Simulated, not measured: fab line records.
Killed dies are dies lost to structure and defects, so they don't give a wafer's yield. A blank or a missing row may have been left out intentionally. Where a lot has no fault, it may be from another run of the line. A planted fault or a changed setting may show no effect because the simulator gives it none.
fab line records | flow n5-finfet
record: lots: 4 | wafers: 12 | last-day: 16
route steps=1938 shown BEOL_M15@1819 PASS1_DEP@1831 MIM_BOT@1832 MIM_TOP@1834 MIM_TOP_LITHO@1839 MIM_TOP_ETCH@1851 MIM_BOT_LITHO@1854 MIM_BOT_ETCH@1868
lots with no fault: from the same line, run without faults
start-h: hours from the record's opening day to when the first of the lot's shown wafers began | wait-h: hours from the lot's prior step to this one | " the same as in the row above | L1.1+2: several wafers, shown together as one row | - value missing, or start not given | * or withheld: withheld | < > ~ a bound
route shown NAME@n: names a module that has steps shown in the file, with the first one's number in the route | usual: mean/standard deviation of fault-free wafers | same: alike in all rows | chamber/n: place in a boat | sites: each site's reading | _std_site: the values' standard deviation | _edge_site: mean of outer sites minus mean of inner sites | radius-mm: for every site, how far away it sits from the centre of the wafer | mask NAME#n: copy n | behind: tool/chamber where the wafer was last shaped | hold: what put the lot on hold/how long, in hours/how the hold closed | device: which transistor (n, p or np) failed to switch | end of line: tests run on the same wafers once the route is complete | a step with no rows: only its recipe | killed: the dies lost at the first sort to structure and to defects; this is not the yield of the wafer | map: the dies of a wafer, with x for killed, . for not killed, _ for no die there
set.NAME: the run value of the setting; set.NAME@STEP: its run value at that earlier step | model.NAME: the simulator's own value behind a step, which no gauge read
lots seen at some steps along the route; tables by step, rows by wafer
services: the hour from which a tool's chamber was out of use, counted from the record's first day as start-h (under 0 if before that day), plus the number of hours and why
== steps ==
step: N5_BEOL_M15_SPUTTER_43
recipe: material: TaN | target-thk-a: 150 | temp-c: 50 | bias-v: 168.6 | power-w: 15000 | chamber-pressure-pa: 0.12 | time-s: 24.19
step: N5_BEOL_M15_SPUTTER_44
recipe: material: Ta | target-thk-a: 150 | temp-c: 50 | bias-v: 80 | power-w: 15000 | chamber-pressure-pa: 0.07 | time-s: 24.19
step: N5_BEOL_M15_SPUTTER_45
recipe: material: Cu | target-thk-a: 1000 | temp-c: -20 | bias-v: 60 | power-w: 26000 | chamber-pressure-pa: 0.13 | time-s: 16.67
step: N5_BEOL_M15_ECD_47
recipe: material: Cu | target-thk-a: 18600
step: N5_BEOL_M15_ANNEAL_48
recipe: temp-c: 225 | time-s: 90 | ambient: N2
step: N5_BEOL_M15_CMP_49
recipe: stop-on: SiO2 | t-overpolish-s: 4.9 | down-force-psi: 2 | platen-rpm: 80 | clearing-platen-down-force-psi: 2 | clearing-platen-rpm: 80 | post-cmp-clean: cu-alkaline | target-thk-nm: 850 | clearing-platen-pad-velocity-m-s: 1.5917 | pad-velocity-m-s: 1.5917
step: N5_BEOL_M15_PRE_CLEAN_52
recipe: gas: NH3 | time-s: 15 | temp-c: withheld | rf-power-w: 300
step: N5_BEOL_M15_DEP_53
recipe: material: SiCN | target-thk-a: 500 | temp-c: withheld | precursor: 3MS/NH3 | pressure-torr: 3 | rf-w: 675 | time-s: 17.8
step: N5_PASSIVATION_PECVD_00
recipe: material: SiO2 | target-thk-a: 2000 | temp-c: 400 | precursor: SiH4/N2O | pressure-torr: 2.7 | rf-w: 608 | time-s: 11.2
usual: heater-power-w: 647/83 | showerhead-plenum-p-Torr: 8.19/0.11 | throttle-valve-pct: 51/3.2
lot.wafer | tool     | chamber | start-h | wait-h | heater-power-w | showerhead-plenum-p-Torr | throttle-valve-pct | model.SiO2_of_PASSIVATION_PECVD_00.thk-nm
L894.2    | pecvd-04 | 2       | 287.41  | 0.7    | 690            | 8.35                     | 46                 | 194.4
L894.3    | "        | 0       | "       | "      | 672            | 8.07                     | 51                 | 198.6
L894.6    | "        | 2       | "       | "      | 708            | 8.38                     | 46                 | 200.4
L905.3    | pecvd-04 | 2       | 353.56  | 0.5    | 638            | 8.35                     | 46                 | 148.2
L905.4    | "        | 0       | "       | "      | 656            | 8.06                     | 51                 | 203.8
L905.5    | "        | 1       | "       | "      | 717            | 8.11                     | 56                 | 151
L907.1    | pecvd-04 | 2       | 367.83  | 0.8    | 706            | 8.39                     | 46                 | 201
L907.3    | "        | 1       | "       | "      | 705            | 8.13                     | 57                 | 148.8
L907.4    | "        | 1       | "       | "      | 706            | 8.12                     | 56                 | 197.8
L909.3    | pecvd-03 | 1       | 373.07  | 0.5    | 750            | 8.35                     | 53                 | 196
L909.4    | "        | 2       | "       | "      | 520            | 8.14                     | 49                 | 199.6
L909.5    | "        | 1       | "       | "      | 780            | 8.35                     | 54                 | 200.2
step: N5_MIM_BOT_DEGAS_01
recipe: ambient: vacuum | temp-c: 300 | time-s: 60
step: N5_MIM_BOT_SPUTTER_00
recipe: material: TiN | target-thk-a: 350 | temp-c: 200 | power-w: 3000 | chamber-pressure-pa: 0.49996 | gas: Ar | reactive-partial-pa: 0.37997 | time-s: 89.7
step: N5_MIM_TOP_ALD_00
recipe: material: Al2O3 | target-thk-a: * | temp-c: withheld | ald-precursor-family: TMA | ald-co-reactant: O3 | pulse-time-s: withheld | purge-time-s: 3 | co-reactant-purge-time-s: withheld | co-reactant-pulse-time-s: 3 | ald-cycles: withheld
step: N5_MIM_TOP_ALD_01
recipe: material: HfO2 | target-thk-a: 56 | temp-c: withheld | ald-precursor-family: Hf-amide | ald-co-reactant: O3 | pulse-time-s: 1 | purge-time-s: 3 | co-reactant-purge-time-s: 2 | co-reactant-pulse-time-s: 3 | ald-cycles: 62
step: N5_MIM_TOP_ALD_02
recipe: material: Al2O3 | target-thk-a: * | temp-c: withheld | ald-precursor-family: TMA | ald-co-reactant: O3 | pulse-time-s: withheld | purge-time-s: 3 | co-reactant-purge-time-s: withheld | co-reactant-pulse-time-s: 3 | ald-cycles: withheld
step: N5_MIM_TOP_DEGAS_04
recipe: ambient: vacuum | temp-c: 300 | time-s: 60
step: N5_MIM_TOP_SPUTTER_03
recipe: material: TiN | target-thk-a: 350 | temp-c: 200 | power-w: 3000 | chamber-pressure-pa: 0.49996 | gas: Ar | reactive-partial-pa: 0.37997 | time-s: 89.7
step: N5_MIM_TOP_LITHO_HMDS_01
recipe: time-s: 60 | temp-c: 120
step: N5_MIM_TOP_LITHO_COAT_02
recipe: spin-rpm: * | resist-thk-nm: *
step: N5_MIM_TOP_LITHO_EBR_04
recipe: solvent: PGMEA | ebr-width-mm: 1.5
step: N5_MIM_TOP_LITHO_SOFTBAKE_03
recipe: temp-c: 100 | time-s: 90
step: N5_MIM_TOP_LITHO_EXPOSE_05
recipe: mask-id: MIM_TOP | na: 0.55 | source-shape: conventional | sigma-outer: 0.8 | polarization: unpolarized | target-cd-nm: 2000 | dose-mj: 20.5
step: N5_MIM_TOP_LITHO_PEB_06
recipe: peb-temp-c: withheld | peb-time-s: *
step: N5_MIM_TOP_LITHO_DEVELOP_07
recipe: develop-time-s: 60 | rinse-liquid: diw | dry: air-spin | dev-temp-c: 21
step: N5_MIM_TOP_LITHO_HARDBAKE_09
recipe: temp-c: 130 | time-s: 120
step: N5_MIM_TOP_LITHO_DESCUM_10
recipe: chemistry: O2 | time-s: 7.9 | source-power-w: 50 | bias-power-w: 20 | pressure-mtorr: 20 | rf-frequency-hz: 2.712e+07 | temp-c: 40 | o2-flow-sccm: 225
step: N5_MIM_TOP_ETCH_ETCH_00
recipe: chemistry: Cl2/BCl3 | target: TiN | target-depth-a: 385 | ion-energy-ev: 150 | pressure-mtorr: 10 | icp-w: 1000 | bias-w: 126 | Cl2_flow_sccm: 53.25 | bcl3-flow-sccm: 21.75 | Ar_flow_sccm: 25
step: N5_MIM_TOP_ETCH_STRIP_01
recipe: chemistry: O2 | power-w: 600 | temp-c: 60 | pressure-mtorr: 30 | rf-frequency-hz: 6e+07 | bias-power-w: 0 | overash-fraction: 0.5 | o2-flow-sccm: 225
step: N5_MIM_TOP_ETCH_PECVD_03
recipe: material: SiNx | target-thk-a: 200 | temp-c: 400 | precursor: SiH4/NH3/N2 | pressure-torr: 1.5 | rf-w: 300 | time-s: 17.6
step: N5_MIM_BOT_LITHO_HMDS_01
recipe: time-s: 60 | temp-c: 120
step: N5_MIM_BOT_LITHO_COAT_02
recipe: spin-rpm: * | resist-thk-nm: *
step: N5_MIM_BOT_LITHO_EBR_04
recipe: solvent: PGMEA | ebr-width-mm: 1.5
step: N5_MIM_BOT_LITHO_SOFTBAKE_03
recipe: temp-c: 100 | time-s: 90
step: N5_MIM_BOT_LITHO_EXPOSE_05
recipe: mask-id: MIM_BOT | na: 0.55 | source-shape: conventional | sigma-outer: 0.8 | polarization: unpolarized | dose-mj: 24.25
step: N5_MIM_BOT_LITHO_PEB_06
recipe: peb-temp-c: withheld | peb-time-s: *
step: N5_MIM_BOT_LITHO_DEVELOP_07
recipe: develop-time-s: 60 | rinse-liquid: diw | dry: air-spin | dev-temp-c: 21
step: N5_MIM_BOT_ETCH_ETCH_00
recipe: chemistry: Cl2/BCl3 | target: TiN | target-depth-a: 455 | ion-energy-ev: 150 | pressure-mtorr: 10 | icp-w: 1000 | bias-w: 126 | Cl2_flow_sccm: 53.25 | bcl3-flow-sccm: 21.75 | Ar_flow_sccm: 25
usual: bcl3-flow-sccm: 21.75/0.065 | drypump-motor-current-A: 5.6/0.34 | oes-product-au: 0.84/0.055 | throttle-valve-pct: 21.86/0.13
lot.wafer | tool         | chamber | start-h | wait-h | bcl3-flow-sccm | drypump-motor-current-A | oes-product-au | rf-hours-counter-h | throttle-valve-pct | model.SiO2_of_PASSIVATION_PECVD_00.thk-nm
L894.2    | rie-metal-03 | 1       | 291.76  | 0.1    | 21.79          | 5.7                     | 0.86           | 17                 | 21.78              | 191.8
L894.3    | "            | 1       | "       | "      | 21.79          | 5.7                     | 0.86           | -                  | 21.77              | 196
L894.6    | "            | 1       | "       | "      | 21.74          | 5.7                     | 0.86           | -                  | 21.77              | 198
L905.3    | rie-metal-01 | 1       | 359.91  | 0.1    | 21.76          | 5.5                     | 0.84           | -                  | 21.79              | 145.6
L905.4    | "            | 0       | "       | "      | 21.82          | 5.1                     | 0.81           | -                  | 21.77              | 201.2
L905.5    | "            | 1       | "       | "      | 21.78          | 5.5                     | 0.84           | -                  | 21.80              | 148.4
L907.1    | rie-metal-01 | 1       | 372.69  | 0.1    | 21.82          | 5.5                     | 0.83           | 23                 | 21.79              | 198.4
L907.3    | "            | 0       | "       | "      | 21.71          | 5.1                     | 0.81           | -                  | 21.79              | 146.2
L907.4    | "            | 1       | "       | "      | 21.74          | 5.5                     | 0.83           | -                  | 21.80              | 195.4
L909.3    | rie-metal-02 | 0       | 378.26  | 0.1    | 21.84          | 6.3                     | 0.87           | -                  | 21.88              | 193.6
L909.4    | "            | 1       | "       | "      | 21.77          | 5.3                     | 0.87           | -                  | 22.20              | 196.8
L909.5    | "            | 1       | "       | "      | 21.72          | 5.3                     | 0.88           | -                  | 22.22              | 197.4
== services ==
tool         | chamber | start-h | hours | kind
rie-metal-02 | 0       | 270.09  | -     | clean
rie-metal-02 | 0       | 270.09  | 14.1  | scheduled-down
rie-metal-02 | 0       | 270.09  | 14.1  | vent-cycle
pecvd-03     | 2       | 270.65  | 2.1   | repair
pecvd-03     | 1       | 288.67  | 5.5   | scheduled-down
pecvd-03     | 0       | 303.45  | 5.0   | repair
rie-metal-02 | -       | 335.67  | 1.4   | pm
rie-metal-03 | -       | 336.93  | 0.2   | repair
rie-metal-03 | 1       | 374.40  | 2.2   | repair
pecvd-04     | 1       | 377.36  | 3.4   | repair
== key ==
first-sign none at tools or gauges
model-effect: step: N5_PASSIVATION_PECVD_00 | value: SiO2_of_PASSIVATION_PECVD_00.thk-nm | without: 198.8 | struck: 149.3
model-effect: step: N5_MIM_BOT_ETCH_ETCH_00 | value: SiO2_of_PASSIVATION_PECVD_00.thk-nm | without: 196.2 | struck: 146.7
met-at N5_PASSIVATION_PECVD_00
struck-wafers L905.3,L905.5,L907.3
onset-between 287.41 353.56
fault: kind: process-parameter-drift | tool: pecvd-04 | chamber: - | onset-h: 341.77 | steps: N5_PASSIVATION_PECVD_00 | channel: time-s | offset: * | shape: step | end-h: 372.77 | scope: struck-wafers-only | acts-in: * | stated: *
